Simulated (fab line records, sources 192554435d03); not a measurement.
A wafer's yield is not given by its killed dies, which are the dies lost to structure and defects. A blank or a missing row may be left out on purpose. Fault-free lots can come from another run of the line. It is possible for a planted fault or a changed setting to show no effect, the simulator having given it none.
Split-lot trial -- flow n5 finfet -- 39 wafers read from 7 lots, route of 1938 steps

## THE SPLIT ITSELF
At N5_BEOL_M5_TRENCH_ETCH_37 (etches SiCOH lowk in C4F6/O2, target depth 71.652 nm, time 24.7 s), the setting target depth a was moved away from the recipe's 716.52 angstrom on 9 of the 39 wafers read, by -53.5% to +55.5%. For the rest of the wafers, this setting stayed at what the recipe calls for.

## FROM THE SPLIT TO THE READING: what the file shows between them, 8 steps
- N5_BEOL_M5_ETCH_41: etches SiCN in CH3F/O2, target depth 31.5 nm, time 56.7 s
- N5_BEOL_M5_STRIP_91: strips in N2/H2, time 10 s
- N5_BEOL_M5_OCD_MEAS_38
- N5_BEOL_M5_HM_STRIP_39: strips TiN in peroxide tin strip, target depth 25 nm, time 158 s
- N5_BEOL_M5_SRD_40: time 30 s
- N5_BEOL_M5_ECD_50: material Cu, target thk 300 nm
- N5_BEOL_M5_ANNEAL_51: time 90 s
- N5_BEOL_M5_CMP_52: polishes, stops on SiCOH lowk, t overpolish 6.9 s, target thk 62 nm

## THE READING
M5_THK, in nm, at N5_BEOL_M5_THK_MEAS_53 (measures by xrf). Typical for fault-free wafers on this fab line: 60.9 nm, with standard deviation 1.3 nm.

wafer,"tool, chamber at the split","target depth a as run, angstrom",against the recipe,"M5_THK, nm",against lot-mates on the recipe
L075.1,"rie diel-02, 2",716.52,recipe,60.6,-
L075.2,"rie diel-02, 0",897.4,+25.2%,78.9,+17.7
L075.3,"rie diel-02, 3",716.52,recipe,63.0,-
L075.4,"rie diel-02, 1",897.4,+25.2%,78.8,+17.6
L075.5,"rie diel-02, 2",716.52,recipe,60.1,-
L075.6,"rie diel-02, 1",897.4,+25.2%,78.0,+16.8
L085.1,"rie diel-02, 1",716.52,recipe,60.4,-
L085.2,"rie diel-02, 3",1114,+55.5%,100.0,+39.5
L085.3,"rie diel-02, 2",1114,+55.5%,100.0,+39.5
L085.4,"rie diel-02, 0",1114,+55.5%,100.2,+39.7
L085.5,"rie diel-02, 1",716.52,recipe,60.6,-
L085.6,"rie diel-02, 2",716.52,recipe,60.5,-
L084.1,"rie diel-03, 3",716.52,recipe,62.1,-
L084.2,"rie diel-03, 0",716.52,recipe,62.1,-
L084.3,"rie diel-03, 2",716.52,recipe,61.4,-
L084.4,"rie diel-03, 2",716.52,recipe,64.4,-
L084.5,"rie diel-03, 0",716.52,recipe,62.1,-
L084.6,"rie diel-03, 3",716.52,recipe,60.7,-
L087.1,"rie diel-06, 1,3",332.9,-53.5%,24.9,-37.6
L087.2,"rie diel-06, 3",716.52,recipe,62.3,-
L087.3,"rie diel-06, 0",332.9,-53.5%,24.4,-38.1
L087.4,"rie diel-06, 2",716.52,recipe,62.2,-
L087.5,"rie diel-06, 0",716.52,recipe,62.9,-
L087.6,"rie diel-06, 1,3",332.9,-53.5%,24.6,-37.9
L091.1,"rie diel-02, 3",716.52,recipe,61.0,-
L091.4,"rie diel-02, 2",716.52,recipe,61.4,-
L091.5,"rie diel-02, 3",716.52,recipe,58.1,-
L094.1,"rie diel-03, 2",716.52,recipe,61.5,-
L094.2,"rie diel-03, 3",716.52,recipe,60.1,-
L094.3,"rie diel-03, 0",716.52,recipe,60.3,-
L094.4,"rie diel-03, 1",716.52,recipe,62.3,-
L094.5,"rie diel-03, 2",716.52,recipe,62.8,-
L094.6,"rie diel-03, 3",716.52,recipe,61.0,-
L095.1,"rie diel-02, 1",716.52,recipe,60.5,-
L095.2,"rie diel-02, 2",716.52,recipe,59.4,-
L095.3,"rie diel-02, 0",716.52,recipe,61.2,-
L095.4,"rie diel-02, 3",716.52,recipe,60.2,-
L095.5,"rie diel-02, 0",716.52,recipe,59.7,-
L095.6,"rie diel-02, 1",716.52,recipe,59.4,-
Rows listing several chambers each stand for several wafers; the file does not say which wafer went through which chamber.

THE FIT
A straight line over all 39 wafers: M5_THK changes by +0.692 nm for each +1% of target depth a; r = +1.00; the points scatter about the line by 1.2 nm.
The same after taking each lot's own level away (the mean of its wafers on the recipe; 39 wafers): +0.708 nm for each +1%; r = +1.00; scatter 0.89 nm.
Per that fit: largest target depth a move, reading shift of 39 nm.
The span of the lots' own levels, 60.07 to 62.47 nm, comes to 1.8 times the standard deviation stated above.
So the lot-to-lot level changes the slope little: the two slopes agree.
Check: for one of the wafers moved furthest among these (+55.5%), held out of the fit, the line's prediction against its lot-mates is +39.2 nm. It came out at +39.5 nm against them.

## THE WHOLE CHAIN: every reading that the file lists as answering this split, in the file's order
step,what it does,reading,change (the file's fit),r (the file's)
N5_BEOL_M5_TRENCH_ETCH_37,"etches SiCOH lowk in C4F6/O2, target depth 71.652 nm, time 24.7 s","BEOL_M5.feature depth nm (the simulator's own value, which no gauge read)",+0.721 nm for each +1% of the setting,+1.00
N5_BEOL_M5_TRENCH_ETCH_37,"etches SiCOH lowk in C4F6/O2, target depth 71.652 nm, time 24.7 s","etch.depth nm (the simulator's own value, which no gauge read)",+0.721 nm for each +1% of the setting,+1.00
N5_BEOL_M5_TRENCH_ETCH_37,"etches SiCOH lowk in C4F6/O2, target depth 71.652 nm, time 24.7 s","TiN_of_BEOL_M5_HM_DEP_02.thk nm (the simulator's own value, which no gauge read)",-0.0216 nm for each +1% of the setting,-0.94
N5_BEOL_M5_OCD_MEAS_38,,trench depth nm,+0.72 nm for each +1% of the setting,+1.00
N5_BEOL_M5_CMP_52,"polishes, stops on SiCOH lowk, t overpolish 6.9 s, target thk 62 nm","Cu_of_BEOL_M5_ECD_50.thk nm (the simulator's own value, which no gauge read)",+0.715 nm for each +1% of the setting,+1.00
N5_BEOL_M5_THK_MEAS_53,measures by xrf,M5_THK,+0.708 for each +1% of the setting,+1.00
N5_BEOL_M5_RS_MEAS_57,measures by four-point-probe,M5_RS,"not straight: 1.276 at the lowest setting, 0.386 at the recipe, 0.216 at the highest",not given

## FILE'S OWN FIT
M5_THK changes by +0.708 nm for each +1% of target depth a, r = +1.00.
